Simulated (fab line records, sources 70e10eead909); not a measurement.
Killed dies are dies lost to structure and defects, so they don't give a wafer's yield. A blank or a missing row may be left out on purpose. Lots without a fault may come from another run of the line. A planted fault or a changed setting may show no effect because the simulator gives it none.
fab line records | flow nand_harc
record lots=5 wafers=15 last_day=32
route steps=1302 shown A_M1@1188 A_BONDPAD@1202
lots that met no fault: from a run of the same line without faults
start_h: hours from the record's first day to the start of the lot's first wafer shown | wait_h: hours since the lot's step before | " the same as in the row above | L1.1+2: a row that stands for several wafers | - no value, or no start given | * or withheld: withheld | < > ~ a bound
route shown NAME@n: a module of which the file shows steps, and the number in the route of the first | usual: mean/standard deviation of fault-free wafers | same: alike in all rows | chamber/n: place in a boat | sites: the reading at each site | _std_site: their standard deviation | _edge_site: outer sites' mean less inner sites' | radius_mm: how far each site lies from the wafer's centre | mask NAME#n: copy n | behind: the tool/chamber that last shaped the wafer | hold: why the lot was held/for how many hours/how that ended | device: the transistor (n, p or np) that didn't switch | end of line: the same wafers' tests at the end of the route | a step without rows: its recipe alone | killed: dies lost to structure and defects at the first sort, not the wafer's yield | map: a wafer's dies, x killed, . not, _ none there
set.NAME: the setting as run; set.NAME@STEP: as run at that earlier step | model.NAME: the simulator's own value behind a step, which no gauge read
lots at some steps of the route; a table a step, a row a wafer
services: from which hour (start_h, from the record's first day; less than 0 if before it) a tool's chamber was out of use, for how many hours, and why
## steps
# step NHARC_A_M1_STRIP_19
# recipe time_s=600 temp_c=30 chemistry=post_etch_residue_remover
# usual temp_c=30.00/0.11
# columns lot.wafer tool chamber start_h wait_h temp_c
L084.2 wet_bench-10 3 631.12 - 30.03
L084.3 " 5 " " 29.90
L084.1 " 6 " " 30.03
L085.4 wet_bench-10 5 647.93 - 29.93
L085.1 " 7 " " 30.00
L085.3 " 0 " " 30.02
L089.4 wet_bench-10 3 673.85 - 29.92
L089.1 " 5 " " 29.96
L089.3 " 0 " " 29.84
L093.5 wet_bench-10 7 703.68 - 30.15
L093.6 " 0 " " 29.87
L093.3 " 3 " " 29.82
L094.1 wet_bench-10 1 728.91 - 29.88
L094.2 " 4 " " 29.93
L094.5 " 6 " " 30.22
# step NHARC_A_M1_DEGAS_29
# recipe temp_c=250 time_s=60
# usual heater_power_w=335/28 susceptor_temp_C=249.97/0.16
# columns lot.wafer tool chamber start_h wait_h heater_power_w susceptor_temp_C
L084.3 pvd_sputter-02 - 631.39 - 301 249.89
L084.2 " - " " 332 250.00
L084.1 " - " " 337 249.93
L085.4 pvd_sputter-03 - 648.19 - 300 249.93
L085.1 " - " " 310 250.13
L085.3 " - " " 291 249.87
L089.3 pvd_sputter-03 - 674.12 - 377 249.92
L089.4 " - " " 294 249.79
L089.1 " - " " 317 249.72
L093.3 pvd_sputter-02 - 703.94 - 352 250.10
L093.5 " - " " 354 249.87
L093.6 " - " " 326 249.93
L094.1 pvd_sputter-02 - 729.19 - 312 250.07
L094.2 " - " " 346 249.80
L094.5 " - " " 313 250.25
# step NHARC_A_M1_PRE_CLEAN_30
# recipe time_s=30 temp_c=280 gas=H2/He
# usual heater_power_w=413/33 susceptor_temp_C=279.99/0.21
# columns lot.wafer tool chamber start_h wait_h heater_power_w susceptor_temp_C
L084.3 pvd_sputter-02 - - - 414 -
L084.2 " - " " 412 -
L084.1 " - " " 432 -
L085.4 pvd_sputter-03 - - - 371 279.56
L085.1 " - " " 366 280.29
L085.3 " - " " 376 280.19
L089.4 pvd_sputter-03 - - - 461 280.05
L089.3 " - " " 356 279.97
L089.1 " - " " 385 279.75
L093.3 pvd_sputter-02 - - - 406 280.33
L093.5 " - " " 441 279.61
L093.6 " - " " 398 279.73
L094.2 pvd_sputter-02 - - - 405 279.73
L094.1 " - " " 378 280.42
L094.5 " - " " 421 279.86
# step NHARC_A_M1_PVD_20
# recipe target_thk_a=50 bias_v=168.6 power_w=15000 chamber_pressure_pa=0.12 time_s=8.06 substrate_temp_c=50 material=TaN
# usual chamber_pressure_pa=0.12002/0.00025 throttle_valve_pct=30.4/0.87
# columns lot.wafer tool chamber start_h wait_h chamber_pressure_pa throttle_valve_pct
L084.1 pvd_sputter-02 - - - 0.12008 31.5
L084.3 " - " " 0.12016 30.4
L084.2 " - " " 0.11993 30.1
L085.4 pvd_sputter-03 - - - 0.12003 30.2
L085.1 " - " " 0.12035 31.0
L085.3 " - " " 0.12018 31.0
L089.3 pvd_sputter-03 - - - 0.11949 31.2
L089.4 " - " " 0.11997 29.8
L089.1 " - " " 0.12003 31.0
L093.3 pvd_sputter-02 - - - 0.11937 30.9
L093.6 " - " " 0.11998 30.0
L093.5 " - " " 0.11953 30.9
L094.1 pvd_sputter-02 - - - 0.11992 29.5
L094.2 " - " " 0.12058 31.5
L094.5 " - " " 0.11973 29.6
# step NHARC_A_M1_PVD_21
# recipe target_thk_a=300 chamber_pressure_pa=5 power_w=5000 substrate_temp_c=30 time_s=20.49 material=Cu
# usual chamber_pressure_pa=5.000/0.01 throttle_valve_pct=30.4/0.87
# columns lot.wafer tool chamber start_h wait_h chamber_pressure_pa throttle_valve_pct
L084.1 pvd_sputter-02 - - - 4.994 30.0
L084.3 " - " " 5.000 29.6
L084.2 " - " " 5.009 30.3
L085.4 pvd_sputter-03 - - - 4.992 30.2
L085.1 " - " " 4.991 31.3
L085.3 " - " " 4.996 31.1
L089.3 pvd_sputter-03 - - - 5.003 30.9
L089.1 " - " " 5.009 29.1
L089.4 " - " " 5.010 30.0
L093.3 pvd_sputter-02 - - - 4.985 29.4
L093.5 " - " " 5.011 29.8
L093.6 " - " " 4.980 31.1
L094.2 pvd_sputter-02 - - - 4.987 30.7
L094.1 " - " " 4.998 31.3
L094.5 " - " " 5.014 31.0
# step NHARC_A_M1_ECD_22
# recipe target_thk_a=4000 bath_temp_c=25 material=Cu
# usual bath_temp_c=24.98/0.1
# columns lot.wafer tool chamber start_h wait_h bath_temp_c
L084.2 ecd_cu-01 1 631.79 - 25.11
L084.1 " 0 " " 24.90
L084.3 " 0 " " 24.85
L085.1 ecd_cu-02 1 648.61 - 24.90
L085.3 " 0 " " 25.02
L085.4 " 1 " " 24.95
L089.1 ecd_cu-02 0 674.53 - 24.91
L089.4 " 1 " " 24.87
L089.3 " 0 " " 24.93
L093.3 ecd_cu-01 1 704.40 - 24.85
L093.6 " 1 " " 25.01
L093.5 " 0 " " 24.90
L094.2 ecd_cu-02 1 729.54 - 24.98
L094.1 " 0 " " 24.91
L094.5 " 0 " " 24.99
# step NHARC_A_M1_ANNEAL_31
# recipe temp_c=225 time_s=90
# usual wafer_temp_C_max=226.6/0.52
# columns lot.wafer tool chamber start_h wait_h wafer_temp_C_max
L084.1 rtp_anneal-02 0 632.23 - 226.1
L084.2 " 0 " " 226.0
L084.3 " 0 " " 226.4
L085.1 rtp_anneal-02 0 648.93 - 225.8
L085.3 " 0 " " 226.0
L085.4 " 0 " " 226.0
L089.1 rtp_anneal-01 0 674.85 - 226.8
L089.3 " 0 " " 227.0
L089.4 " 0 " " 227.4
L093.3 rtp_anneal-01 0 704.78 - 227.4
L093.5 " 0 " " 228.0
L093.6 " 0 " " 226.8
L094.1 rtp_anneal-02 0 729.92 0.3 226.4
L094.2 " 0 " " 226.6
L094.5 " 0 " " 226.5
# step NHARC_A_M1_CMP_23
# recipe t_overpolish_s=20 target_thk_nm=154.34
# usual motor_current_A=12.1/1.6 time_to_endpoint_s=29.7/2.8
# columns lot.wafer tool chamber start_h wait_h motor_current_A time_to_endpoint_s
L084.3 cmp-02 0 632.57 - 11.5 28.7
L084.1 " 2 " " 11.4 29.6
L084.2 " 3 " " 14.4 32.6
L085.3 cmp-01 2 649.31 - 12.8 30.2
L085.4 " 3 " " 12.3 30.7
L085.1 " 0 " " 13.3 30.9
L089.1 cmp-01 0 675.20 - 12.1 33.8
L089.4 " 2 " " 13.7 33.2
L089.3 " 3 " " 12.5 32.4
L093.3 cmp-02 3 705.06 - 14.3 34.5
L093.5 " 2 " " 12.0 30.2
L093.6 " 3 " " 14.1 30.3
L094.1 cmp-03 1 730.27 - 12.9 28.1
L094.2 " 2 " " 9.4 29.4
L094.5 " 1 " " 12.6 30.0
# step NHARC_A_M1_THK_MEAS_24
# recipe thk_meas_gauge=xrf
# usual thk_nm=154.6/1.4
# columns lot.wafer tool chamber start_h wait_h thk_nm
L084.1 film_metro-01 - 632.89 - 153.2
L084.2 " - " " 155.4
L084.3 " - " " 153.5
L085.1 film_metro-01 - 649.60 - 154.1
L085.3 " - " " 154.4
L085.4 " - " " 155.6
L089.1 film_metro-02 - 675.52 - 155.8
L089.3 " - " " 155.8
L089.4 " - " " 154.4
L093.3 film_metro-02 - 705.34 - 154.7
L093.5 " - " " 156.0
L093.6 " - " " 156.1
L094.1 film_metro-01 - 730.58 - 154.6
L094.2 " - " " 153.1
L094.5 " - " " 155.4
# step NHARC_A_M1_SRD_25
# columns lot.wafer tool chamber start_h wait_h
L084.2+1+3 wet_bench-10 6,7,1 632.93 0.0
L085.1+3+4 wet_bench-10 4,5,6 649.65 0.0
L089.1+3+4 wet_bench-10 4,0,1 675.56 0.0
L093.3+6+5 wet_bench-10 4,5,1 705.39 0.0
L094.2+5+1 wet_bench-08 1,3,5 730.62 0.0
# step NHARC_A_M1_INSPECT_27
# usual raw_defect_count=555/150
# columns lot.wafer tool chamber start_h wait_h raw_defect_count
L084.1 defect_inspect-01 - 633.04 0.0 724
L084.2 " - " " 628
L084.3 " - " " 396
L085.1 defect_inspect-02 - 649.76 0.0 356
L085.3 " - " " 383
L085.4 " - " " 414
L089.1 defect_inspect-01 - 675.67 0.0 395
L089.3 " - " " 411
L089.4 " - " " 320
L093.3 defect_inspect-01 - 705.51 0.0 524
L093.5 " - " " 841
L093.6 " - " " 901
L094.1 defect_inspect-02 - 730.74 0.0 498
L094.2 " - " " 460
L094.5 " - " " 475
# step NHARC_A_M1_PRE_CLEAN_32
# recipe time_s=12 temp_c=370 rf_power_w=300 gas=NH3
# usual heater_power_w=638/90 susceptor_temp_C=370.00/0.21
# columns lot.wafer tool chamber start_h wait_h heater_power_w susceptor_temp_C
L084.3 pecvd-01 0 633.20 0.2 610 369.71
L084.2 " 1 " " 828 370.13
L084.1 " 2 " " 635 370.12
L085.1 pecvd-01 1 649.83 0.1 749 369.85
L085.3 " 2 " " 579 370.01
L085.4 " 1 " " 748 369.84
L089.3 pecvd-04 1 675.75 0.1 536 369.71
L089.1 " 2 " " 628 370.11
L089.4 " 1 " " 546 370.06
L093.3 pecvd-02 0 705.60 0.1 758 369.50
L093.6 " 1 " " 663 369.69
L093.5 " 2 " " 558 370.07
L094.2 pecvd-04 0 731.01 0.3 767 370.62
L094.1 " 2 " " 590 370.40
L094.5 " 2 " " 597 370.04
# step NHARC_A_M1_DEP_33
# recipe target_thk_a=300 temp_c=370 target_thk_nm=30 pressure_torr=3 flow_sccm=200 rf_w=450 material=SiCN
# usual heater_power_w=585/80 susceptor_temp_C=370.03/0.19
# columns lot.wafer tool chamber start_h wait_h heater_power_w susceptor_temp_C
L084.3 pecvd-01 0 633.28 0.1 469 369.97
L084.2 " 1 " " 754 369.83
L084.1 " 2 " " 522 369.58
L085.1 pecvd-01 1 649.91 0.1 765 370.22
L085.3 " 2 " " 589 369.93
L085.4 " 1 " " 766 370.23
L089.3 pecvd-04 1 675.86 0.1 556 369.93
L089.1 " 2 " " 539 370.29
L089.4 " 1 " " 554 370.03
L093.3 pecvd-02 0 705.74 0.1 688 370.17
L093.6 " 1 " " 557 370.08
L093.5 " 2 " " 401 369.79
L094.2 pecvd-04 0 731.09 0.1 605 370.26
L094.1 " 2 " " 551 370.21
L094.5 " 2 " " 548 370.24
# step NHARC_A_BONDPAD_DEP_00
# recipe target_thk_a=2500 temp_c=370 target_thk_nm=250 pressure_torr=3 flow_sccm=200 rf_w=450 material=SiCN
# usual heater_power_w=608/79 susceptor_temp_C=370.01/0.24
# columns lot.wafer tool chamber start_h wait_h heater_power_w susceptor_temp_C
L084.3 pecvd-03 1 633.84 - 692 369.90
L084.2 " 2 " " 621 369.44
L084.1 " 0 " " 549 370.21
L085.3 pecvd-04 0 650.47 - 661 370.04
L085.1 " 1 " " 544 369.84
L085.4 " 2 " " 523 370.25
L089.3 pecvd-03 1 676.37 - 656 370.13
L089.1 " 0 " " 548 370.08
L089.4 " 1 " " 669 370.19
L093.3 pecvd-01 1 706.22 - 710 369.98
L093.5 " 2 " " 584 369.88
L093.6 " 0 " " 582 369.87
L094.1 pecvd-04 1 - - 585 369.44
L094.2 " 2 " " 549 369.92
L094.5 " 2 " " 570 370.12
# step NHARC_A_BONDPAD_CMP_29
# recipe target_thk_nm=200 material=SiCN
# usual motor_current_A=11.8/1.7
# columns lot.wafer tool chamber start_h wait_h motor_current_A
L084.1 cmp-01 2 634.25 - 12.7
L084.2 " 3 " " 13.2
L084.3 " 1 " " 9.7
L085.3 cmp-01 0 650.87 - 12.9
L085.1 " 2 " " 13.5
L085.4 " 3 " " 12.7
L089.4 cmp-03 0 676.80 - 15.3
L089.3 " 2 " " 9.3
L089.1 " 3 " " 13.0
L093.3 cmp-04 2 706.63 - 11.9
L093.5 " 2 " " 11.2
L093.6 " 3 " " 12.7
L094.1 cmp-01 3 732.05 - 12.8
L094.2 " 1 " " 9.8
L094.5 " 0 " " 13.0
# step NHARC_A_BONDPAD_THK_MEAS_30
# recipe thk_meas_gauge=ellipsometry
# usual thk_nm=200.3/1.5
# columns lot.wafer tool chamber start_h wait_h thk_nm
L084.1 film_metro-01 - 634.50 0.2 198.9
L084.2 " - " " 200.0
L084.3 " - " " 200.2
L085.1 film_metro-01 - 651.14 0.2 199.4
L085.3 " - " " 199.8
L085.4 " - " " 200.9
L089.1 film_metro-02 - 677.06 0.2 197.6
L089.3 " - " " 197.6
L089.4 " - " " 196.3
L093.3 film_metro-01 - 706.88 0.2 199.6
L093.5 " - " " 201.3
L093.6 " - " " 200.3
L094.1 film_metro-02 - 732.30 0.2 198.0
L094.2 " - " " 199.6
L094.5 " - " " 200.7
# step NHARC_A_BONDPAD_SRD_31
# columns lot.wafer tool chamber start_h wait_h
L084.3+2+1 wet_bench-10 2,5,6 634.54 0.0
L085.4+3+1 wet_bench-10 0,1,3 651.18 0.0
L089.3+1+4 wet_bench-10 7,1,3 677.10 0.0
L093.3+6+5 wet_bench-10 0,2,4 706.92 0.0
L094.1+2+5 wet_bench-10 6,7,2 732.34 0.0
# step NHARC_A_BONDPAD_DEHYDRATE_01
# recipe temp_c=150 time_s=120
# usual exhaust_pa=45.1/0.85
# columns lot.wafer tool chamber start_h wait_h exhaust_pa
L084.1 litho_track-02 0 634.62 0.1 46.0
L084.2 " 0 " " 45.9
L084.3 " 0 " " 44.6
L085.1 litho_track-02 0 651.26 0.1 43.5
L085.3 " 0 " " 44.1
L085.4 " 0 " " 45.5
L089.1 litho_track-02 0 677.18 0.1 43.9
L089.3 " 0 " " 45.9
L089.4 " 0 " " 43.5
L093.3 litho_track-05 0 707.00 0.1 46.0
L093.5 " 0 " " 45.3
L093.6 " 0 " " 46.2
L094.1 litho_track-03 0 732.42 0.1 44.9
L094.2 " 0 " " 45.8
L094.5 " 0 " " 45.3
# step NHARC_A_BONDPAD_HMDS_02
# recipe time_s=30
# usual exhaust_pa=44.8/0.91
# columns lot.wafer tool chamber start_h wait_h exhaust_pa
L084.1 litho_track-02 0 - - 45.8
L084.2 " 0 " " 44.4
L084.3 " 0 " " 44.6
L085.1 litho_track-02 0 - - 45.0
L085.3 " 0 " " 43.6
L085.4 " 0 " " 44.6
L089.1 litho_track-02 0 - - 44.8
L089.3 " 0 " " 45.8
L089.4 " 0 " " 45.1
L093.3 litho_track-05 0 - - 46.0
L093.5 " 0 " " 44.8
L093.6 " 0 " " 45.0
L094.1 litho_track-03 0 - - 45.8
L094.2 " 0 " " 45.6
L094.5 " 0 " " 46.2
# step NHARC_A_BONDPAD_COAT_33
# recipe temp_c=200 time_s=65
# usual exhaust_pa=45.0/0.87
# columns lot.wafer tool chamber start_h wait_h exhaust_pa
L084.1 litho_track-02 0 - - 43.8
L084.2 " 0 " " 43.6
L084.3 " 0 " " 43.7
L085.1 litho_track-02 0 - - 44.0
L085.3 " 0 " " 45.3
L085.4 " 0 " " 44.2
L089.1 litho_track-02 0 - - 44.9
L089.3 " 0 " " 45.7
L089.4 " 0 " " 45.2
L093.3 litho_track-05 0 - - 46.4
L093.5 " 0 " " 45.5
L093.6 " 0 " " 45.2
L094.1 litho_track-03 0 - - 43.8
L094.2 " 0 " " 44.1
L094.5 " 0 " " 43.9
# step NHARC_A_BONDPAD_COAT_03
# recipe spin_rpm=2000 resist_thk_nm=600
# usual exhaust_pa=45.1/0.9
# columns lot.wafer tool chamber start_h wait_h exhaust_pa
L084.1 litho_track-02 0 - - 45.5
L084.2 " 0 " " 45.5
L084.3 " 0 " " 44.2
L085.1 litho_track-02 0 - - 46.8
L085.3 " 0 " " 47.7
L085.4 " 0 " " 46.1
L089.1 litho_track-02 0 - - 45.5
L089.3 " 0 " " 45.0
L089.4 " 0 " " 44.5
L093.3 litho_track-05 0 - - 43.5
L093.5 " 0 " " 43.6
L093.6 " 0 " " 43.9
L094.1 litho_track-03 0 - - 45.7
L094.2 " 0 " " 46.2
L094.5 " 0 " " 45.6
# step NHARC_A_BONDPAD_SOFTBAKE_04
# recipe temp_c=125 time_s=70
# usual exhaust_pa=45.0/0.89
# columns lot.wafer tool chamber start_h wait_h exhaust_pa
L084.1 litho_track-02 0 - - 43.4
L084.2 " 0 " " 42.7
L084.3 " 0 " " 43.4
L085.1 litho_track-02 0 - - 44.2
L085.3 " 0 " " 44.8
L085.4 " 0 " " 44.6
L089.1 litho_track-02 0 - - 43.3
L089.3 " 0 " " 44.4
L089.4 " 0 " " 44.7
L093.3 litho_track-05 0 - - 45.4
L093.5 " 0 " " 43.7
L093.6 " 0 " " 45.4
L094.1 litho_track-03 0 - - 47.2
L094.2 " 0 " " 45.1
L094.5 " 0 " " 44.5
# step NHARC_A_BONDPAD_EBR_05
# usual exhaust_pa=44.9/0.83
# columns lot.wafer tool chamber start_h wait_h exhaust_pa
L084.1 litho_track-02 0 - - 46.9
L084.2 " 0 " " 44.8
L084.3 " 0 " " 45.7
L085.1 litho_track-02 0 - - 46.8
L085.3 " 0 " " 45.2
L085.4 " 0 " " 45.2
L089.1 litho_track-02 0 - - 43.7
L089.3 " 0 " " 43.8
L089.4 " 0 " " 43.9
L093.3 litho_track-05 0 - - 44.9
L093.5 " 0 " " 45.0
L093.6 " 0 " " 44.5
L094.1 litho_track-03 0 - - 46.0
L094.2 " 0 " " 46.2
L094.5 " 0 " " 45.6
# step NHARC_A_BONDPAD_EXPOSE_06
# recipe na=0.55 dose_mj=36.99 mask_id=A_BPAD
# usual exposure_dose_mJ_cm2=36.96/0.04
# columns lot.wafer tool chamber start_h wait_h mask exposure_dose_mJ_cm2
L084.1 krf_scanner-03 0 634.91 - A_BPAD#0 36.97
L084.2 " 0 " " A_BPAD#0 37.03
L084.3 " 0 " " A_BPAD#0 36.98
L085.1 krf_scanner-03 0 651.42 - A_BPAD#0 36.94
L085.3 " 0 " " A_BPAD#0 36.93
L085.4 " 0 " " A_BPAD#0 36.94
L089.1 krf_scanner-03 0 677.50 - A_BPAD#0 37.02
L089.3 " 0 " " A_BPAD#0 36.98
L089.4 " 0 " " A_BPAD#0 37.07
L093.3 krf_scanner-03 0 707.17 - A_BPAD#0 36.92
L093.5 " 0 " " A_BPAD#0 36.91
L093.6 " 0 " " A_BPAD#0 36.90
L094.1 krf_scanner-04 0 732.71 - A_BPAD#0 36.92
L094.2 " 0 " " A_BPAD#0 36.95
L094.5 " 0 " " A_BPAD#0 36.98
# step NHARC_A_BONDPAD_PEB_07
# recipe peb_temp_c=128 peb_time_s=80
# usual exhaust_pa=45.1/0.88
# columns lot.wafer tool chamber start_h wait_h exhaust_pa
L084.1 litho_track-03 0 634.98 0.1 44.5
L084.2 " 0 " " 44.8
L084.3 " 0 " " 44.5
L085.1 litho_track-03 0 651.49 0.1 46.3
L085.3 " 0 " " 45.9
L085.4 " 0 " " 45.6
L089.1 litho_track-02 0 677.57 0.1 45.8
L089.3 " 0 " " 45.8
L089.4 " 0 " " 45.6
L093.3 litho_track-05 0 707.23 0.1 44.1
L093.5 " 0 " " 44.1
L093.6 " 0 " " 44.9
L094.1 litho_track-02 0 732.78 0.1 45.8
L094.2 " 0 " " 45.1
L094.5 " 0 " " 44.6
# step NHARC_A_BONDPAD_DEVELOP_08
# recipe time_s=50 dev_temp_c=22
# usual exhaust_pa=44.9/1.1
# columns lot.wafer tool chamber start_h wait_h exhaust_pa
L084.1 litho_track-03 0 - - 43.8
L084.2 " 0 " " 44.2
L084.3 " 0 " " 44.1
L085.1 litho_track-03 0 - - 45.4
L085.3 " 0 " " 45.1
L085.4 " 0 " " 45.3
L089.1 litho_track-02 0 - - 45.0
L089.3 " 0 " " 46.2
L089.4 " 0 " " 45.0
L093.3 litho_track-05 0 - - 44.6
L093.5 " 0 " " 45.8
L093.6 " 0 " " 46.8
L094.1 litho_track-02 0 - - 44.6
L094.2 " 0 " " 45.3
L094.5 " 0 " " 44.5
# step NHARC_A_BONDPAD_CD_MEAS_09
# recipe target_cd_nm=500 landing_energy_ev=500
# usual cd_nm=498.9/2.3
# columns lot.wafer tool chamber start_h wait_h cd_nm
L084.1 cd_sem-02 0 635.06 - 496.2
L084.2 " 0 " " 495.4
L084.3 " 0 " " 498.9
L085.1 cd_sem-03 0 651.58 - 503.2
L085.3 " 0 " " 501.8
L085.4 " 0 " " 498.6
L089.1 cd_sem-03 0 677.66 - 498.9
L089.3 " 0 " " 495.5
L089.4 " 0 " " 503.0
L093.3 cd_sem-02 0 707.32 - 500.6
L093.5 " 0 " " 499.6
L093.6 " 0 " " 502.9
L094.1 cd_sem-02 0 732.86 - 498.2
L094.2 " 0 " " 498.8
L094.5 " 0 " " 499.4
# step NHARC_A_BONDPAD_OVL_MEAS_35
# usual overlay_x_nm=1/6.3 overlay_y_nm=-1/7.9
# columns lot.wafer tool chamber start_h wait_h overlay_x_nm overlay_y_nm
L084.1 overlay-02 - 635.15 - -4 1
L084.2 " - " " -4 1
L084.3 " - " " -4 1
L085.1 overlay-02 - 651.66 - -6 8
L085.3 " - " " -7 8
L085.4 " - " " -6 8
L089.1 overlay-02 - 677.74 - 16 2
L089.3 " - " " 16 2
L089.4 " - " " 16 3
L093.3 overlay-02 - 707.40 - -5 -14
L093.5 " - " " -5 -15
L093.6 " - " " -5 -14
L094.1 overlay-02 - 732.95 - 0 9
L094.2 " - " " -1 8
L094.5 " - " " -1 9
# step NHARC_A_BONDPAD_HARDBAKE_10
# recipe temp_c=118 time_s=65
# usual exhaust_pa=44.9/0.87
# columns lot.wafer tool chamber start_h wait_h exhaust_pa
L084.1 litho_track-03 0 635.20 0.0 43.9
L084.2 " 0 " " 43.4
L084.3 " 0 " " 44.0
L085.1 litho_track-02 0 651.71 0.0 46.8
L085.3 " 0 " " 45.1
L085.4 " 0 " " 45.9
L089.1 litho_track-05 0 677.79 0.0 44.9
L089.3 " 0 " " 44.5
L089.4 " 0 " " 44.9
L093.3 litho_track-02 0 707.45 0.0 44.5
L093.5 " 0 " " 44.0
L093.6 " 0 " " 44.9
L094.1 litho_track-03 0 733.00 0.0 45.5
L094.2 " 0 " " 45.6
L094.5 " 0 " " 45.0
# step NHARC_A_BONDPAD_DESCUM_11
# recipe time_s=3 o2_flow_sccm=200 ar_flow_sccm=0 bias_power_w=0 chemistry=O2
# usual drypump_motor_current_A=5.8/0.46 oes_product_au=1.000/0.013 rf_vpp_V=57.9/0.88 showerhead_plenum_p_Torr=1.95/0.06 throttle_valve_pct=11.312/0.0093
# columns lot.wafer tool chamber start_h wait_h drypump_motor_current_A oes_product_au rf_hours_counter_h rf_vpp_V showerhead_plenum_p_Torr throttle_valve_pct
L084.1 rie_diel-11 2 635.27 - 5.4 0.990 3 57.6 1.95 11.326
L084.3 " 3 " " 6.2 1.002 3 59.0 2.00 11.326
L084.2 " 1 " " 6.0 0.978 3 58.0 1.94 11.307
L085.4 rie_diel-03 3 651.80 - 6.5 1.012 0 59.2 2.06 11.315
L085.3 " 0 " " 5.3 0.971 0 57.5 1.96 11.311
L085.1 " 1 " " 6.0 0.997 0 58.3 1.91 11.303
L089.1 rie_diel-03 3 677.87 - 6.5 1.009 1 59.4 2.06 11.314
L089.3 " 2 " " 5.2 0.962 2 57.3 1.93 11.323
L089.4 " 2 " " 5.3 0.962 - 57.7 1.93 11.313
L093.3 rie_diel-03 2 707.54 - 5.3 0.985 3 59.4 1.93 11.319
L093.6 " 0 " " 5.3 0.975 - 59.8 1.96 11.308
L093.5 " 1 " " 6.0 1.006 - 57.7 1.91 11.299
L094.1 rie_diel-03 3 733.07 - 6.5 0.997 3 57.1 2.06 11.327
L094.2 " 2 " " 5.3 0.996 4 56.7 1.93 11.321
L094.5 " 3 " " 6.5 0.988 - 57.3 2.06 11.308
# step NHARC_A_BONDPAD_ETCH_34
# recipe target_depth_a=600 overetch_a=180 time_s=65.91 ion_energy_ev=200 n2_flow_sccm=150 h2_flow_sccm=150 ar_flow_sccm=0 rf_w=400 bias_w=150 chemistry=N2/H2
# usual drypump_motor_current_A=5.8/0.45 h2_flow_sccm=150.0/0.41 oes_product_au=1.002/0.013 rf_vpp_V=431.8/2 showerhead_plenum_p_Torr=2.08/0.067 throttle_valve_pct=14.172/0.0093
# columns lot.wafer tool chamber start_h wait_h drypump_motor_current_A h2_flow_sccm oes_product_au rf_hours_counter_h rf_vpp_V showerhead_plenum_p_Torr throttle_valve_pct
L084.3 rie_diel-11 2 635.36 0.1 5.3 149.7 0.991 3 429.8 2.08 14.162
L084.1 " 3 " " 6.2 150.3 0.987 3 432.8 2.14 14.158
L084.2 " 0 " " 5.8 150.3 1.005 3 429.1 1.99 14.197
L085.4 rie_diel-03 2 651.87 0.1 5.3 150.6 0.980 0 432.9 2.06 14.167
L085.1 " 3 " " 6.5 149.4 1.016 0 435.9 2.20 14.178
L085.3 " 0 " " 5.3 150.1 0.979 0 432.3 2.09 14.167
L089.1 rie_diel-03 3 677.98 0.1 6.5 150.6 1.003 1 433.7 2.20 14.188
L089.3 " 1 " " 6.0 149.8 1.010 2 429.9 2.04 14.162
L089.4 " 2 " " 5.3 150.1 0.974 - 430.7 2.06 14.166
L093.3 rie_diel-03 2 707.63 0.1 5.3 149.9 1.008 3 431.4 2.06 14.178
L093.5 " 3 " " 6.5 150.6 1.025 - 434.4 2.20 14.171
L093.6 " 0 " " 5.3 150.4 0.985 - 432.4 2.09 14.170
L094.2 rie_diel-03 0 733.16 0.1 5.3 150.1 0.991 2 431.0 2.09 14.178
L094.1 " 2 " " 5.3 149.3 0.987 4 431.9 2.06 14.172
L094.5 " 1 " " 6.0 150.2 1.014 - 430.8 2.03 14.173
# step NHARC_A_BONDPAD_ETCH_12
# recipe target_depth_a=2200 time_s=110 chf3_flow_sccm=50 o2_flow_sccm=10 ar_flow_sccm=200 rf_w=500 bias_w=200 chemistry=CHF3/O2
# usual drypump_motor_current_A=5.8/0.45 oes_product_au=0.950/0.024 rf_vpp_V=371.5/1.6 showerhead_plenum_p_Torr=2.45/0.069 throttle_valve_pct=20.571/0.0088
# columns lot.wafer tool chamber start_h wait_h drypump_motor_current_A oes_product_au rf_hours_counter_h rf_vpp_V showerhead_plenum_p_Torr throttle_valve_pct
L084.2 rie_diel-11 2 - - 5.3 0.964 3 372.3 2.45 20.573
L084.3 " 0 " " 5.8 0.980 3 369.4 2.35 20.568
L084.1 " 1 " " 6.0 0.963 3 371.8 2.43 20.564
L085.4 rie_diel-03 1 - - 6.0 0.982 1 369.4 2.40 20.572
L085.1 " 2 " " 5.3 0.945 1 370.8 2.42 20.585
L085.3 " 3 " " 6.5 0.971 0 374.4 2.58 20.568
L089.1 rie_diel-03 3 - - 6.5 0.970 1 375.1 2.58 20.565
L089.3 " 2 " " 5.3 0.950 2 371.6 2.42 20.582
L089.4 " 1 " " 6.0 0.972 - 369.2 2.40 20.559
L093.3 rie_diel-03 0 - - 5.3 0.950 1 371.7 2.46 20.568
L093.5 " 1 " " 6.0 0.969 - 370.6 2.40 20.558
L093.6 " 2 " " 5.3 0.980 - 370.2 2.42 20.573
L094.1 rie_diel-03 3 - - 6.5 0.957 3 374.1 2.58 20.580
L094.2 " 1 " " 6.0 0.982 3 370.4 2.40 20.571
L094.5 " 2 " " 5.3 0.968 - 371.9 2.42 20.562
# step NHARC_A_BONDPAD_CD_MEAS_13
# usual cd_nm=498.0/2.5
# columns lot.wafer tool chamber start_h wait_h cd_nm
L084.1 cd_sem-02 - 635.59 - 494.8
L084.2 " - " " 495.0
L084.3 " - " " 499.9
L085.1 cd_sem-02 - 652.10 - 501.9
L085.3 " - " " 499.9
L085.4 " - " " 498.5
L089.1 cd_sem-02 - 678.23 - 497.1
L089.3 " - " " 495.5
L089.4 " - " " 502.1
L093.3 cd_sem-01 - 707.85 - 499.1
L093.5 " - " " 498.9
L093.6 " - " " 502.5
L094.1 cd_sem-01 - 733.39 - 497.4
L094.2 " - " " 498.7
L094.5 " - " " 499.6
## services
# columns tool chamber start_h hours kind
rie_diel-11 - 610.20 9.0 pm
ecd_cu-02 - 612.09 2.1 repair
krf_scanner-03 - 616.17 2.3 repair
cmp-03 - 623.81 18.5 repair
cmp-02 - 624.67 4.0 pm
rie_diel-11 3 624.81 5.4 repair
litho_track-03 - 625.00 7.0 pm
cmp-01 - 628.86 2.0 repair
pecvd-04 - 629.58 0.5 repair
pecvd-04 - 631.55 13.0 pm
rie_diel-03 - 635.30 9.0 pm
pvd_sputter-02 - 638.01 10.0 pm
pecvd-03 1 641.89 21.5 repair
litho_track-05 - 649.00 7.0 pm
pecvd-04 - 649.19 1.1 repair
cmp-03 - 652.12 4.0 pm
wet_bench-10 - 663.21 8.0 pm
pecvd-01 - 673.02 13.0 pm
rie_diel-03 0 674.07 8.6 repair
cmp-01 - 675.50 4.0 pm
rie_diel-11 3 677.12 8.5 repair
rie_diel-03 - 684.37 0.5 repair
pvd_sputter-03 - 713.45 10.0 pm
cmp-01 - 714.10 1.6 repair
## key
fault none
